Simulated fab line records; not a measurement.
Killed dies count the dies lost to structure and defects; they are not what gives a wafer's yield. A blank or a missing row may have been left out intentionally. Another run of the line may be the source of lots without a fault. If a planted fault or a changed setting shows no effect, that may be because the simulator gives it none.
fab line records / flow n5_finfet / part 2 of 2: steps 21 to 28 of 28
[record] lots = 5 wafers = 15 last_day = 17
route steps=1938 shown MOL_CONTACT_COAG@610 BEOL_M0_SAQP@632
lots that met no fault: from a run of the same line without faults
start_h: hours from the record's opening day to when the first of the lot's shown wafers began / wait_h: hours since the lot's step before / " the same as in the row above / L1.1+2: one row covering several wafers at once / - no value, or no start given / * or withheld: withheld / < > ~ a bound
route shown NAME@n: a module of which the file shows steps, and the number in the route of the first / usual: mean and standard deviation over wafers with no fault / same: alike in all rows / chamber/n: place in a boat / sites: per-site readings / _std_site: their standard deviation / _edge_site: outer sites' mean less inner sites' / radius_mm: how far each site lies from the wafer's centre / mask NAME#n: copy n / behind: the last tool/chamber to shape the wafer / hold: the reason the lot was held/the length of the hold in hours/how it ended / device: whichever transistor did not switch (one of n, p or np) / end of line: at the end of the route, the tests of the same wafers / step lacking rows: just its recipe / killed: at the first sort, the dies lost to defects and structure; wafer yield is something else / map: a wafer's dies, x killed, . not, _ none there
set.NAME: the run value of the setting; set.NAME@STEP: its run value at that earlier step / model.NAME: the simulator's own value behind a step, which no gauge read
a table for each step, a row for each wafer; lots at some steps of the route
services: from which hour (start_h, from the record's first day; less than 0 if before it) a tool's chamber was out of use, for how many hours, and why
[[steps]]
[step N5_MOL_CONTACT_COAG_INSPECT_97]
[recipe] inspect_instrument = darkfield mode = post_anneal
[usual] raw_defect_count = 41/14
lot.wafer=L074.2 tool=defect_inspect-01 chamber=- start_h=104.99 wait_h=0.0 raw_defect_count=32
lot.wafer=L074.5 tool=defect_inspect-01 chamber=- start_h=104.99 wait_h=0.0 raw_defect_count=41
lot.wafer=L074.6 tool=defect_inspect-01 chamber=- start_h=104.99 wait_h=0.0 raw_defect_count=45
lot.wafer=L084.3 tool=defect_inspect-02 chamber=- start_h=168.31 wait_h=0.1 raw_defect_count=38
lot.wafer=L084.4 tool=defect_inspect-02 chamber=- start_h=168.31 wait_h=0.1 raw_defect_count=27
lot.wafer=L084.6 tool=defect_inspect-02 chamber=- start_h=168.31 wait_h=0.1 raw_defect_count=22
lot.wafer=L085.1 tool=defect_inspect-01 chamber=- start_h=172.67 wait_h=0.0 raw_defect_count=26
lot.wafer=L085.3 tool=defect_inspect-01 chamber=- start_h=172.67 wait_h=0.0 raw_defect_count=46
lot.wafer=L085.5 tool=defect_inspect-01 chamber=- start_h=172.67 wait_h=0.0 raw_defect_count=38
lot.wafer=L087.1 tool=defect_inspect-02 chamber=- start_h=191.10 wait_h=0.0 raw_defect_count=45
lot.wafer=L087.3 tool=defect_inspect-02 chamber=- start_h=191.10 wait_h=0.0 raw_defect_count=27
lot.wafer=L087.5 tool=defect_inspect-02 chamber=- start_h=191.10 wait_h=0.0 raw_defect_count=36
lot.wafer=L093.1 tool=defect_inspect-02 chamber=- start_h=219.16 wait_h=0.0 raw_defect_count=26
lot.wafer=L093.3 tool=defect_inspect-02 chamber=- start_h=219.16 wait_h=0.0 raw_defect_count=24
lot.wafer=L093.4 tool=defect_inspect-02 chamber=- start_h=219.16 wait_h=0.0 raw_defect_count=41
[step N5_BEOL_M0_SAQP_PECVD_00]
[recipe] material = SiCN target_thk_a = 80 temp_c = withheld precursor = 3MS/NH3 pressure_torr = 3 rf_w = 202 time_s = 14
[usual] showerhead_plenum_p_Torr = 3.666/0.011 throttle_valve_pct = 9.1/0.49
lot.wafer=L074.2 tool=pecvd-04 chamber=1 start_h=105.30 wait_h=0.2 showerhead_plenum_p_Torr=3.664 throttle_valve_pct=9.7
lot.wafer=L074.5 tool=pecvd-04 chamber=1 start_h=105.30 wait_h=0.2 showerhead_plenum_p_Torr=3.662 throttle_valve_pct=10.0
lot.wafer=L074.6 tool=pecvd-04 chamber=2 start_h=105.30 wait_h=0.2 showerhead_plenum_p_Torr=3.680 throttle_valve_pct=8.9
lot.wafer=L084.3 tool=pecvd-01 chamber=2 start_h=168.61 wait_h=0.1 showerhead_plenum_p_Torr=3.683 throttle_valve_pct=8.8
lot.wafer=L084.4 tool=pecvd-01 chamber=0 start_h=168.61 wait_h=0.1 showerhead_plenum_p_Torr=3.667 throttle_valve_pct=8.6
lot.wafer=L084.6 tool=pecvd-01 chamber=2 start_h=168.61 wait_h=0.1 showerhead_plenum_p_Torr=3.687 throttle_valve_pct=8.8
lot.wafer=L085.1 tool=pecvd-04 chamber=2 start_h=173.01 wait_h=0.2 showerhead_plenum_p_Torr=3.674 throttle_valve_pct=9.3
lot.wafer=L085.3 tool=pecvd-04 chamber=1 start_h=173.01 wait_h=0.2 showerhead_plenum_p_Torr=3.668 throttle_valve_pct=9.8
lot.wafer=L085.5 tool=pecvd-04 chamber=0 start_h=173.01 wait_h=0.2 showerhead_plenum_p_Torr=3.669 throttle_valve_pct=8.8
lot.wafer=L087.1 tool=pecvd-04 chamber=1 start_h=191.44 wait_h=0.2 showerhead_plenum_p_Torr=3.662 throttle_valve_pct=9.7
lot.wafer=L087.3 tool=pecvd-04 chamber=2 start_h=191.44 wait_h=0.2 showerhead_plenum_p_Torr=3.671 throttle_valve_pct=9.0
lot.wafer=L087.5 tool=pecvd-04 chamber=2 start_h=191.44 wait_h=0.2 showerhead_plenum_p_Torr=3.672 throttle_valve_pct=8.8
lot.wafer=L093.1 tool=pecvd-04 chamber=0 start_h=219.49 wait_h=0.2 showerhead_plenum_p_Torr=3.668 throttle_valve_pct=8.7
lot.wafer=L093.3 tool=pecvd-04 chamber=2 start_h=219.49 wait_h=0.2 showerhead_plenum_p_Torr=3.686 throttle_valve_pct=9.0
lot.wafer=L093.4 tool=pecvd-04 chamber=2 start_h=219.49 wait_h=0.2 showerhead_plenum_p_Torr=3.683 throttle_valve_pct=9.0
[step N5_BEOL_M0_SAQP_ILD_DEP_01]
[recipe] material = SiOC target_thk_a = 454.19 temp_c = 350 precursor = DEMS/O2 pressure_torr = 5 rf_w = 500 time_s = 8.7
[usual] heater_power_outer_w = 256/44 heater_power_w = 491/60 showerhead_plenum_p_Torr = 5.695/0.013 throttle_valve_pct = 12.0/0.67
lot.wafer=L074.2 tool=pecvd-04 chamber=1 start_h=105.33 wait_h=0.0 heater_power_outer_w=275 heater_power_w=483 showerhead_plenum_p_Torr=5.698 throttle_valve_pct=13.0
lot.wafer=L074.5 tool=pecvd-04 chamber=1 start_h=105.33 wait_h=0.0 heater_power_outer_w=276 heater_power_w=491 showerhead_plenum_p_Torr=5.693 throttle_valve_pct=13.1
lot.wafer=L074.6 tool=pecvd-04 chamber=2 start_h=105.33 wait_h=0.0 heater_power_outer_w=150 heater_power_w=374 showerhead_plenum_p_Torr=5.707 throttle_valve_pct=11.6
lot.wafer=L084.3 tool=pecvd-01 chamber=2 start_h=168.64 wait_h=0.0 heater_power_outer_w=271 heater_power_w=514 showerhead_plenum_p_Torr=5.689 throttle_valve_pct=11.6
lot.wafer=L084.4 tool=pecvd-01 chamber=0 start_h=168.64 wait_h=0.0 heater_power_outer_w=290 heater_power_w=521 showerhead_plenum_p_Torr=5.677 throttle_valve_pct=11.6
lot.wafer=L084.6 tool=pecvd-01 chamber=2 start_h=168.64 wait_h=0.0 heater_power_outer_w=279 heater_power_w=516 showerhead_plenum_p_Torr=5.707 throttle_valve_pct=11.3
lot.wafer=L085.1 tool=pecvd-04 chamber=2 start_h=173.03 wait_h=0.0 heater_power_outer_w=209 heater_power_w=463 showerhead_plenum_p_Torr=5.724 throttle_valve_pct=11.9
lot.wafer=L085.3 tool=pecvd-04 chamber=1 start_h=173.03 wait_h=0.0 heater_power_outer_w=248 heater_power_w=470 showerhead_plenum_p_Torr=5.699 throttle_valve_pct=13.1
lot.wafer=L085.5 tool=pecvd-04 chamber=0 start_h=173.03 wait_h=0.0 heater_power_outer_w=257 heater_power_w=536 showerhead_plenum_p_Torr=5.700 throttle_valve_pct=11.5
lot.wafer=L087.1 tool=pecvd-04 chamber=1 start_h=191.46 wait_h=0.0 heater_power_outer_w=269 heater_power_w=474 showerhead_plenum_p_Torr=5.706 throttle_valve_pct=13.1
lot.wafer=L087.3 tool=pecvd-04 chamber=2 start_h=191.46 wait_h=0.0 heater_power_outer_w=208 heater_power_w=461 showerhead_plenum_p_Torr=5.702 throttle_valve_pct=12.0
lot.wafer=L087.5 tool=pecvd-04 chamber=2 start_h=191.46 wait_h=0.0 heater_power_outer_w=207 heater_power_w=460 showerhead_plenum_p_Torr=5.720 throttle_valve_pct=11.6
lot.wafer=L093.1 tool=pecvd-04 chamber=0 start_h=219.52 wait_h=0.0 heater_power_outer_w=224 heater_power_w=481 showerhead_plenum_p_Torr=5.692 throttle_valve_pct=11.5
lot.wafer=L093.3 tool=pecvd-04 chamber=2 start_h=219.52 wait_h=0.0 heater_power_outer_w=219 heater_power_w=470 showerhead_plenum_p_Torr=5.706 throttle_valve_pct=11.9
lot.wafer=L093.4 tool=pecvd-04 chamber=2 start_h=219.52 wait_h=0.0 heater_power_outer_w=223 heater_power_w=476 showerhead_plenum_p_Torr=5.699 throttle_valve_pct=12.2
[step N5_BEOL_M0_SAQP_HM_DEP_02]
[recipe] material = TiN target_thk_a = 120 temp_c = 25 chamber_pressure_pa = 0.49996
[usual] throttle_valve_pct = 29.8/1.1
lot.wafer=L074.2 tool=pvd_sputter-02 chamber=- start_h=105.38 wait_h=0.0 throttle_valve_pct=29.6
lot.wafer=L074.5 tool=pvd_sputter-02 chamber=- start_h=105.38 wait_h=0.0 throttle_valve_pct=29.6
lot.wafer=L074.6 tool=pvd_sputter-02 chamber=- start_h=105.38 wait_h=0.0 throttle_valve_pct=31.4
lot.wafer=L084.3 tool=pvd_sputter-01 chamber=- start_h=168.87 wait_h=0.2 throttle_valve_pct=29.0
lot.wafer=L084.4 tool=pvd_sputter-01 chamber=- start_h=168.87 wait_h=0.2 throttle_valve_pct=29.1
lot.wafer=L084.6 tool=pvd_sputter-01 chamber=- start_h=168.87 wait_h=0.2 throttle_valve_pct=29.0
lot.wafer=L085.1 tool=pvd_sputter-02 chamber=- start_h=176.26 wait_h=3.2 throttle_valve_pct=29.6
lot.wafer=L085.3 tool=pvd_sputter-02 chamber=- start_h=176.26 wait_h=3.2 throttle_valve_pct=31.7
lot.wafer=L085.5 tool=pvd_sputter-02 chamber=- start_h=176.26 wait_h=3.2 throttle_valve_pct=29.7
lot.wafer=L087.1 tool=pvd_sputter-01 chamber=- start_h=192.25 wait_h=0.8 throttle_valve_pct=29.1
lot.wafer=L087.3 tool=pvd_sputter-01 chamber=- start_h=192.25 wait_h=0.8 throttle_valve_pct=30.0
lot.wafer=L087.5 tool=pvd_sputter-01 chamber=- start_h=192.25 wait_h=0.8 throttle_valve_pct=28.9
lot.wafer=L093.1 tool=pvd_sputter-01 chamber=- start_h=220.60 wait_h=1.1 throttle_valve_pct=28.7
lot.wafer=L093.3 tool=pvd_sputter-01 chamber=- start_h=220.60 wait_h=1.1 throttle_valve_pct=28.7
lot.wafer=L093.4 tool=pvd_sputter-01 chamber=- start_h=220.60 wait_h=1.1 throttle_valve_pct=30.5
[step N5_BEOL_M0_SAQP_PECVD_03]
[recipe] material = SiCN target_thk_a = 120 temp_c = withheld precursor = 3MS/NH3 pressure_torr = 3 rf_w = 202 time_s = 21.1
[usual] showerhead_plenum_p_Torr = 3.666/0.011 throttle_valve_pct = 9.1/0.52
lot.wafer=L074.2 tool=pecvd-02 chamber=0 start_h=105.50 wait_h=0.1 showerhead_plenum_p_Torr=3.655 throttle_valve_pct=8.9
lot.wafer=L074.5 tool=pecvd-02 chamber=0 start_h=105.50 wait_h=0.1 showerhead_plenum_p_Torr=3.661 throttle_valve_pct=9.3
lot.wafer=L074.6 tool=pecvd-02 chamber=2 start_h=105.50 wait_h=0.1 showerhead_plenum_p_Torr=3.663 throttle_valve_pct=8.4
lot.wafer=L084.3 tool=pecvd-04 chamber=0 start_h=168.99 wait_h=0.1 showerhead_plenum_p_Torr=3.679 throttle_valve_pct=8.6
lot.wafer=L084.4 tool=pecvd-04 chamber=2 start_h=168.99 wait_h=0.1 showerhead_plenum_p_Torr=3.677 throttle_valve_pct=9.4
lot.wafer=L084.6 tool=pecvd-04 chamber=0 start_h=168.99 wait_h=0.1 showerhead_plenum_p_Torr=3.669 throttle_valve_pct=8.5
lot.wafer=L085.1 tool=pecvd-04 chamber=1 start_h=176.38 wait_h=0.1 showerhead_plenum_p_Torr=3.651 throttle_valve_pct=9.9
lot.wafer=L085.3 tool=pecvd-04 chamber=2 start_h=176.38 wait_h=0.1 showerhead_plenum_p_Torr=3.683 throttle_valve_pct=8.7
lot.wafer=L085.5 tool=pecvd-04 chamber=1 start_h=176.38 wait_h=0.1 showerhead_plenum_p_Torr=3.677 throttle_valve_pct=10.1
lot.wafer=L087.1 tool=pecvd-02 chamber=0 start_h=192.37 wait_h=0.1 showerhead_plenum_p_Torr=3.655 throttle_valve_pct=9.4
lot.wafer=L087.3 tool=pecvd-02 chamber=1 start_h=192.37 wait_h=0.1 showerhead_plenum_p_Torr=3.649 throttle_valve_pct=9.9
lot.wafer=L087.5 tool=pecvd-02 chamber=1 start_h=192.37 wait_h=0.1 showerhead_plenum_p_Torr=3.662 throttle_valve_pct=10.0
lot.wafer=L093.1 tool=pecvd-04 chamber=1 start_h=220.72 wait_h=0.1 showerhead_plenum_p_Torr=3.657 throttle_valve_pct=9.8
lot.wafer=L093.3 tool=pecvd-04 chamber=2 start_h=220.72 wait_h=0.1 showerhead_plenum_p_Torr=3.672 throttle_valve_pct=8.9
lot.wafer=L093.4 tool=pecvd-04 chamber=0 start_h=220.72 wait_h=0.1 showerhead_plenum_p_Torr=3.668 throttle_valve_pct=8.7
[step N5_BEOL_M0_SAQP_PECVD_96]
[recipe] material = a-Si target_thk_a = 450 temp_c = 350 precursor = SiH4/He pressure_torr = 3 rf_w = 100 time_s = 45.2
[usual] heater_power_outer_w = 365/46 heater_power_w = 638/65 showerhead_plenum_p_Torr = 5.67/0.039 throttle_valve_pct = 18.2/1
lot.wafer=L074.2 tool=pecvd-02 chamber=0 start_h=105.53 wait_h=0.0 heater_power_outer_w=276 heater_power_w=489 showerhead_plenum_p_Torr=5.65 throttle_valve_pct=18.3
lot.wafer=L074.5 tool=pecvd-02 chamber=0 start_h=105.53 wait_h=0.0 heater_power_outer_w=277 heater_power_w=476 showerhead_plenum_p_Torr=5.65 throttle_valve_pct=18.5
lot.wafer=L074.6 tool=pecvd-02 chamber=2 start_h=105.53 wait_h=0.0 heater_power_outer_w=383 heater_power_w=650 showerhead_plenum_p_Torr=5.66 throttle_valve_pct=16.8
lot.wafer=L084.3 tool=pecvd-04 chamber=0 start_h=169.02 wait_h=0.0 heater_power_outer_w=376 heater_power_w=674 showerhead_plenum_p_Torr=5.67 throttle_valve_pct=17.2
lot.wafer=L084.4 tool=pecvd-04 chamber=2 start_h=169.02 wait_h=0.0 heater_power_outer_w=283 heater_power_w=561 showerhead_plenum_p_Torr=5.72 throttle_valve_pct=18.4
lot.wafer=L084.6 tool=pecvd-04 chamber=0 start_h=169.02 wait_h=0.0 heater_power_outer_w=376 heater_power_w=696 showerhead_plenum_p_Torr=5.68 throttle_valve_pct=17.2
lot.wafer=L085.1 tool=pecvd-04 chamber=1 start_h=176.41 wait_h=0.0 heater_power_outer_w=374 heater_power_w=602 showerhead_plenum_p_Torr=5.68 throttle_valve_pct=19.9
lot.wafer=L085.3 tool=pecvd-04 chamber=2 start_h=176.41 wait_h=0.0 heater_power_outer_w=294 heater_power_w=582 showerhead_plenum_p_Torr=5.72 throttle_valve_pct=17.7
lot.wafer=L085.5 tool=pecvd-04 chamber=1 start_h=176.41 wait_h=0.0 heater_power_outer_w=360 heater_power_w=605 showerhead_plenum_p_Torr=5.68 throttle_valve_pct=19.7
lot.wafer=L087.1 tool=pecvd-02 chamber=0 start_h=192.40 wait_h=0.0 heater_power_outer_w=342 heater_power_w=565 showerhead_plenum_p_Torr=5.65 throttle_valve_pct=18.7
lot.wafer=L087.3 tool=pecvd-02 chamber=1 start_h=192.40 wait_h=0.0 heater_power_outer_w=325 heater_power_w=578 showerhead_plenum_p_Torr=5.63 throttle_valve_pct=20.1
lot.wafer=L087.5 tool=pecvd-02 chamber=1 start_h=192.40 wait_h=0.0 heater_power_outer_w=335 heater_power_w=582 showerhead_plenum_p_Torr=5.63 throttle_valve_pct=20.0
lot.wafer=L093.1 tool=pecvd-04 chamber=1 start_h=220.75 wait_h=0.0 heater_power_outer_w=367 heater_power_w=610 showerhead_plenum_p_Torr=5.69 throttle_valve_pct=20.0
lot.wafer=L093.3 tool=pecvd-04 chamber=2 start_h=220.75 wait_h=0.0 heater_power_outer_w=324 heater_power_w=633 showerhead_plenum_p_Torr=5.73 throttle_valve_pct=17.9
lot.wafer=L093.4 tool=pecvd-04 chamber=0 start_h=220.75 wait_h=0.0 heater_power_outer_w=324 heater_power_w=601 showerhead_plenum_p_Torr=5.66 throttle_valve_pct=17.4
[step N5_BEOL_M0_SAQP_PECVD_97]
[recipe] material = SiNx target_thk_a = 230 temp_c = 350 precursor = SiH4/NH3/N2 pressure_torr = 1.5 rf_w = 300 time_s = 19.9
[usual] heater_power_outer_w = 310/45 heater_power_w = 565/60 showerhead_plenum_p_Torr = 5.15/0.052 throttle_valve_pct = 40.0/2.2
lot.wafer=L074.2 tool=pecvd-02 chamber=0 start_h=105.58 wait_h=0.0 heater_power_outer_w=244 heater_power_w=436 showerhead_plenum_p_Torr=5.13 throttle_valve_pct=40.4
lot.wafer=L074.5 tool=pecvd-02 chamber=0 start_h=105.58 wait_h=0.0 heater_power_outer_w=248 heater_power_w=452 showerhead_plenum_p_Torr=5.12 throttle_valve_pct=40.3
lot.wafer=L074.6 tool=pecvd-02 chamber=2 start_h=105.58 wait_h=0.0 heater_power_outer_w=316 heater_power_w=541 showerhead_plenum_p_Torr=5.13 throttle_valve_pct=36.5
lot.wafer=L084.3 tool=pecvd-04 chamber=0 start_h=169.07 wait_h=0.0 heater_power_outer_w=321 heater_power_w=599 showerhead_plenum_p_Torr=5.14 throttle_valve_pct=37.8
lot.wafer=L084.4 tool=pecvd-04 chamber=2 start_h=169.07 wait_h=0.0 heater_power_outer_w=260 heater_power_w=531 showerhead_plenum_p_Torr=5.21 throttle_valve_pct=39.8
lot.wafer=L084.6 tool=pecvd-04 chamber=0 start_h=169.07 wait_h=0.0 heater_power_outer_w=316 heater_power_w=606 showerhead_plenum_p_Torr=5.16 throttle_valve_pct=37.9
lot.wafer=L085.1 tool=pecvd-04 chamber=1 start_h=176.46 wait_h=0.0 heater_power_outer_w=385 heater_power_w=613 showerhead_plenum_p_Torr=5.16 throttle_valve_pct=43.8
lot.wafer=L085.3 tool=pecvd-04 chamber=2 start_h=176.46 wait_h=0.0 heater_power_outer_w=260 heater_power_w=511 showerhead_plenum_p_Torr=5.21 throttle_valve_pct=39.7
lot.wafer=L085.5 tool=pecvd-04 chamber=1 start_h=176.46 wait_h=0.0 heater_power_outer_w=381 heater_power_w=634 showerhead_plenum_p_Torr=5.16 throttle_valve_pct=43.7
lot.wafer=L087.1 tool=pecvd-02 chamber=0 start_h=192.45 wait_h=0.0 heater_power_outer_w=252 heater_power_w=460 showerhead_plenum_p_Torr=5.12 throttle_valve_pct=40.9
lot.wafer=L087.3 tool=pecvd-02 chamber=1 start_h=192.45 wait_h=0.0 heater_power_outer_w=244 heater_power_w=463 showerhead_plenum_p_Torr=5.09 throttle_valve_pct=44.2
lot.wafer=L087.5 tool=pecvd-02 chamber=1 start_h=192.45 wait_h=0.0 heater_power_outer_w=249 heater_power_w=470 showerhead_plenum_p_Torr=5.09 throttle_valve_pct=43.9
lot.wafer=L093.1 tool=pecvd-04 chamber=1 start_h=220.79 wait_h=0.0 heater_power_outer_w=353 heater_power_w=585 showerhead_plenum_p_Torr=5.15 throttle_valve_pct=43.3
lot.wafer=L093.3 tool=pecvd-04 chamber=2 start_h=220.79 wait_h=0.0 heater_power_outer_w=266 heater_power_w=534 showerhead_plenum_p_Torr=5.20 throttle_valve_pct=39.9
lot.wafer=L093.4 tool=pecvd-04 chamber=0 start_h=220.79 wait_h=0.0 heater_power_outer_w=262 heater_power_w=539 showerhead_plenum_p_Torr=5.14 throttle_valve_pct=38.0
[step N5_BEOL_M0_SAQP_PECVD_04]
[recipe] material = a-Si target_thk_a = 600 temp_c = 350 precursor = SiH4/He pressure_torr = 3 rf_w = 100 time_s = 60.2
[usual] heater_power_outer_w = 354/46 heater_power_w = 624/59 showerhead_plenum_p_Torr = 5.67/0.039 throttle_valve_pct = 18.2/0.99
lot.wafer=L074.2 tool=pecvd-02 chamber=0 start_h=105.62 wait_h=0.0 heater_power_outer_w=337 heater_power_w=568 showerhead_plenum_p_Torr=5.63 throttle_valve_pct=18.3
lot.wafer=L074.5 tool=pecvd-02 chamber=0 start_h=105.62 wait_h=0.0 heater_power_outer_w=337 heater_power_w=568 showerhead_plenum_p_Torr=5.63 throttle_valve_pct=18.3
lot.wafer=L074.6 tool=pecvd-02 chamber=2 start_h=105.62 wait_h=0.0 heater_power_outer_w=384 heater_power_w=632 showerhead_plenum_p_Torr=5.66 throttle_valve_pct=16.5
lot.wafer=L084.3 tool=pecvd-04 chamber=0 start_h=169.11 wait_h=0.0 heater_power_outer_w=314 heater_power_w=612 showerhead_plenum_p_Torr=5.68 throttle_valve_pct=17.4
lot.wafer=L084.4 tool=pecvd-04 chamber=2 start_h=169.11 wait_h=0.0 heater_power_outer_w=282 heater_power_w=564 showerhead_plenum_p_Torr=5.74 throttle_valve_pct=17.8
lot.wafer=L084.6 tool=pecvd-04 chamber=0 start_h=169.11 wait_h=0.0 heater_power_outer_w=317 heater_power_w=609 showerhead_plenum_p_Torr=5.68 throttle_valve_pct=17.3
lot.wafer=L085.1 tool=pecvd-04 chamber=1 start_h=176.50 wait_h=0.0 heater_power_outer_w=422 heater_power_w=650 showerhead_plenum_p_Torr=5.68 throttle_valve_pct=19.9
lot.wafer=L085.3 tool=pecvd-04 chamber=2 start_h=176.50 wait_h=0.0 heater_power_outer_w=265 heater_power_w=558 showerhead_plenum_p_Torr=5.71 throttle_valve_pct=18.1
lot.wafer=L085.5 tool=pecvd-04 chamber=1 start_h=176.50 wait_h=0.0 heater_power_outer_w=409 heater_power_w=680 showerhead_plenum_p_Torr=5.69 throttle_valve_pct=19.8
lot.wafer=L087.1 tool=pecvd-02 chamber=0 start_h=192.49 wait_h=0.0 heater_power_outer_w=293 heater_power_w=501 showerhead_plenum_p_Torr=5.65 throttle_valve_pct=18.3
lot.wafer=L087.3 tool=pecvd-02 chamber=1 start_h=192.49 wait_h=0.0 heater_power_outer_w=353 heater_power_w=616 showerhead_plenum_p_Torr=5.63 throttle_valve_pct=19.9
lot.wafer=L087.5 tool=pecvd-02 chamber=1 start_h=192.49 wait_h=0.0 heater_power_outer_w=349 heater_power_w=621 showerhead_plenum_p_Torr=5.65 throttle_valve_pct=20.1
lot.wafer=L093.1 tool=pecvd-04 chamber=1 start_h=220.83 wait_h=0.0 heater_power_outer_w=425 heater_power_w=705 showerhead_plenum_p_Torr=5.69 throttle_valve_pct=20.1
lot.wafer=L093.3 tool=pecvd-04 chamber=2 start_h=220.83 wait_h=0.0 heater_power_outer_w=274 heater_power_w=542 showerhead_plenum_p_Torr=5.73 throttle_valve_pct=18.2
lot.wafer=L093.4 tool=pecvd-04 chamber=0 start_h=220.83 wait_h=0.0 heater_power_outer_w=349 heater_power_w=625 showerhead_plenum_p_Torr=5.67 throttle_valve_pct=17.4
[[services]]
tool=cvd_w-02 chamber=0 start_h=78.80 hours=6.4 kind=repair
tool=hp_anneal-01 chamber=- start_h=79.29 hours=12.1 kind=repair
tool=rie_diel-06 chamber=1 start_h=88.25 hours=- kind=clean
tool=rie_diel-06 chamber=1 start_h=88.25 hours=- kind=consumable_replace:focus_ring
tool=rie_diel-06 chamber=1 start_h=88.25 hours=- kind=consumable_replace:showerhead
tool=rie_diel-06 chamber=1 start_h=88.25 hours=19.6 kind=scheduled_down
tool=rie_diel-06 chamber=1 start_h=88.25 hours=19.6 kind=vent_cycle
tool=pecvd-02 chamber=- start_h=94.22 hours=1.0 kind=repair
tool=pvd_sputter-01 chamber=- start_h=98.71 hours=1.0 kind=repair
tool=cmp-04 chamber=- start_h=99.64 hours=0.8 kind=repair
tool=pvd_sputter-02 chamber=- start_h=116.29 hours=4.1 kind=repair
tool=cmp-03 chamber=- start_h=123.58 hours=3.4 kind=pm
tool=cmp-04 chamber=- start_h=124.09 hours=4.0 kind=pm
tool=cmp-04 chamber=- start_h=128.09 hours=4.6 kind=pm
tool=cvd_w-01 chamber=1 start_h=142.21 hours=1.3 kind=repair
tool=rie_diel-01 chamber=- start_h=144.78 hours=4.3 kind=pm
tool=cmp-04 chamber=- start_h=147.72 hours=1.7 kind=repair
tool=cmp-03 chamber=- start_h=161.57 hours=1.2 kind=repair
tool=pvd_sputter-01 chamber=- start_h=172.98 hours=11.1 kind=repair
tool=rie_diel-06 chamber=3 start_h=173.08 hours=5.7 kind=repair
tool=pecvd-04 chamber=0 start_h=182.03 hours=5.5 kind=scheduled_down
tool=pecvd-02 chamber=2 start_h=185.05 hours=3.7 kind=repair
tool=cmp-04 chamber=- start_h=203.16 hours=1.2 kind=repair
tool=rie_diel-01 chamber=3 start_h=205.59 hours=- kind=clean
